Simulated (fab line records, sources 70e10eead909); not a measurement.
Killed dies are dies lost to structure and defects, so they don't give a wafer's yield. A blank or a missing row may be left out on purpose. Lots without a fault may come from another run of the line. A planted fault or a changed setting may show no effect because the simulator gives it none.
Chamber matching | flow nand_harc | NHARC_A_STAIRCASE_CMP_152 on cmp-04: 4 sister chambers
The step polishes. 14 wafers are shown with their chamber, then 7 later ones without.

WAFERS WITH THEIR CHAMBER
wafer  | chamber | motor_current_A (A) | slurry_filter_dp_kPa (kPa) | slurry_flow_ml_min
L076.1 | 0       | 11.1                | 13.54                      | 149.9
L076.2 | 1       | 13.2                | 13.50                      | 148.9
L076.4 | 3       | 13.2                | 13.61                      | 149.7
L079.1 | 0       | 11.7                | 13.33                      | 149.6
L079.2 | 2       | 14.5                | 13.20                      | 149.9
L079.3 | 3       | 12.9                | 13.33                      | 150.2
L082.2 | 3       | 13.1                | 13.48                      | 150.2
L082.4 | 0       | 11.5                | 13.32                      | 149.7
L082.5 | 3       | 13.5                | 13.54                      | 150.1
L087.3 | 1       | 12.6                | 13.50                      | 150.1
L087.5 | 0       | 11.9                | 13.51                      | 150.0
L087.6 | 3       | 12.7                | 13.80                      | 149.6
L089.1 | 3       | 13.1                | 13.34                      | 150.3
L089.4 | 2       | 13.7                | 13.28                      | 149.7

SIGNATURES (means of the wafers above)
reading              | chamber 0 | chamber 1 | chamber 2 | chamber 3 | scatter within a chamber
motor_current_A      | 11.550    | 12.900    | 14.100    | 13.083    | 0.349
slurry_filter_dp_kPa | 13.4250   | 13.5000   | 13.2400   | 13.5167   | 0.142
slurry_flow_ml_min   | 149.800   | 149.500   | 149.800   | 150.017   | 0.356
Rule: a wafer's distance from a chamber is the root of the sum, over the readings, of the square of ((its reading less the chamber's mean) divided by the reading's scatter). The wafer belongs to the nearest chamber; if the next one is less than 2 further off, it can't be placed. The scatter: the root of (the sum of the squares of (reading less its chamber's mean) over the shown wafers, divided by (wafers less chambers)).

WAFERS WITHOUT THEIR CHAMBER
wafer  | motor_current_A (A) | slurry_filter_dp_kPa (kPa) | slurry_flow_ml_min
L089.5 | 14.5                | 13.48                      | 150.6
L092.1 | 14.5                | 13.39                      | 149.3
L092.2 | 13.3                | 13.59                      | 149.2
L092.5 | 14.7                | 13.46                      | 150.0
L093.1 | 14.5                | 13.51                      | 150.3
L093.5 | 12.4                | 13.39                      | 149.8
L093.6 | 14.2                | 13.56                      | 150.5

WHICH CHAMBER EACH WENT THROUGH
wafer  | from the rows above          | in truth
L089.5 | can't be placed: 2 or 3      | 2
L092.1 | 2                            | 2
L092.2 | can't be placed: 1 or 3      | 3
L092.5 | 2                            | 2
L093.1 | can't be placed: 2 or 3      | 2
L093.5 | can't be placed: 1 or 3 or 0 | 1
L093.6 | can't be placed: 2 or 3 or 1 | 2
Placed correctly: 2 of 7. Can't be placed from these rows: 5 (the true chamber is among the candidates in 5). Placed wrongly: 0.
